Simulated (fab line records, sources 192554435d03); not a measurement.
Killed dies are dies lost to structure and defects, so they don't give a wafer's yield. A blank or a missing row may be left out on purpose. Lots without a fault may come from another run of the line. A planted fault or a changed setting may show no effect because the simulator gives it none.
Which tool did it? | flow n5_finfet | 12 lots, 36 wafers sampled, at 1 step of a route of 1938

WHAT THE GAUGES READ, wafer by wafer
N5_BEOL_M1_OCD_MEAS_38.
lot  | measured     | on     | trench_depth_nm (nm)
L075 | day 6 18:43  | ocd-01 | 55.4 55.7 54.2
L077 | day 6 22:19  | ocd-02 | 54.9 53.0 54.8
L079 | day 7 04:17  | ocd-02 | 55.6 55.8 55.2
L080 | day 7 23:11  | ocd-01 | 55.5 53.3 54.6
L083 | day 8 13:24  | ocd-02 | 55.5 54.7 55.5
L085 | day 9 02:04  | ocd-01 | 53.0 54.0 53.3
L087 | day 9 20:05  | ocd-01 | 53.8 55.9 53.8
L089 | day 10 03:59 | ocd-02 | 55.4 54.9 55.3
L091 | day 10 16:13 | ocd-02 | 54.4 54.3 54.8
L093 | day 10 23:26 | ocd-01 | 56.2 54.4 56.4
L095 | day 11 09:34 | ocd-02 | 55.6 55.1 54.2
L097 | day 11 22:55 | ocd-02 | 55.3 53.7 55.6

WHICH TOOL RAN EACH LOT (tool, then ch and the chambers of the sampled wafers, then the start)
The record holds no process step before these readings.

THE ANSWER, worked out from the rows above alone
Rule: what is usual is taken from the lots themselves. Put in order of their means at a reading, lots are off if they are a third of the lots or fewer, leave a main group of 4 or more, and stand apart from it by a gap of 3 or more times the standard deviation of the main group's means; of several such gaps the widest counts. A main group whose means are all the same, to the digits that the tables above print for the reading, isn't used. A lot without any number at a reading at which 4 lots or more have one is off too. The other lots that the step has rows for count as sound.
No lot is off at any reading shown: from this, nothing can be told.

WHAT THE SIMULATOR HAD PUT IN
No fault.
